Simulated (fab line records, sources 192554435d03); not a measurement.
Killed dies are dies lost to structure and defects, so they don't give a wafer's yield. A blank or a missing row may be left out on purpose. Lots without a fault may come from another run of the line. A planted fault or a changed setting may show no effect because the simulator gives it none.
Chamber matching | flow n5_finfet | N5_BEOL_M0_SAQP_PECVD_00 on pecvd-04: 3 sister chambers
The step deposits SiCN from 3MS/NH3, target thk 8 nm, time 14 s. 3 wafers are shown with their chamber, then 12 later ones without.

WAFERS WITH THEIR CHAMBER
wafer  | chamber | throttle_valve_pct (%)
L087.5 | 0       | 9.2
L091.2 | 2       | 8.5
L091.4 | 1       | 9.1

WAFERS WITHOUT THEIR CHAMBER
wafer  | throttle_valve_pct (%)
L093.3 | 9.3
L093.4 | 9.3
L093.6 | 9.1
L094.1 | 8.3
L094.2 | 9.1
L094.5 | 9.0
L096.2 | 8.8
L096.3 | 9.3
L096.6 | 8.8
L097.3 | 9.1
L097.4 | 9.2
L097.5 | 8.5

WHICH CHAMBER EACH WENT THROUGH
wafer  | from the rows above          | in truth
L093.3 | can't be placed: 0 or 1      | 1
L093.4 | can't be placed: 0 or 1      | 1
L093.6 | can't be placed: 1 or 0      | 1
L094.1 | 2                            | 2
L094.2 | can't be placed: 1 or 0      | 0
L094.5 | can't be placed: 1 or 0      | 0
L096.2 | can't be placed: 1 or 2 or 0 | 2
L096.3 | can't be placed: 0 or 1      | 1
L096.6 | can't be placed: 1 or 2 or 0 | 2
L097.3 | can't be placed: 1 or 0      | 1
L097.4 | can't be placed: 0 or 1      | 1
L097.5 | 2                            | 2
Placed correctly: 2 of 12. Can't be placed from these rows: 10 (the true chamber is among the candidates in 10). Placed wrongly: 0.
How it was worked out, from the rows above alone: a wafer's distance from a chamber is the root of the sum, over the readings, of the square of ((its reading less the chamber's mean) divided by the reading's scatter). The wafer belongs to the nearest chamber; if the next one is less than 2 further off, it can't be placed. A chamber's mean is the mean of its shown wafers. The scatter: with one shown wafer a chamber, the root of the mean of the squares of how far each hidden wafer lies from its nearest shown one.
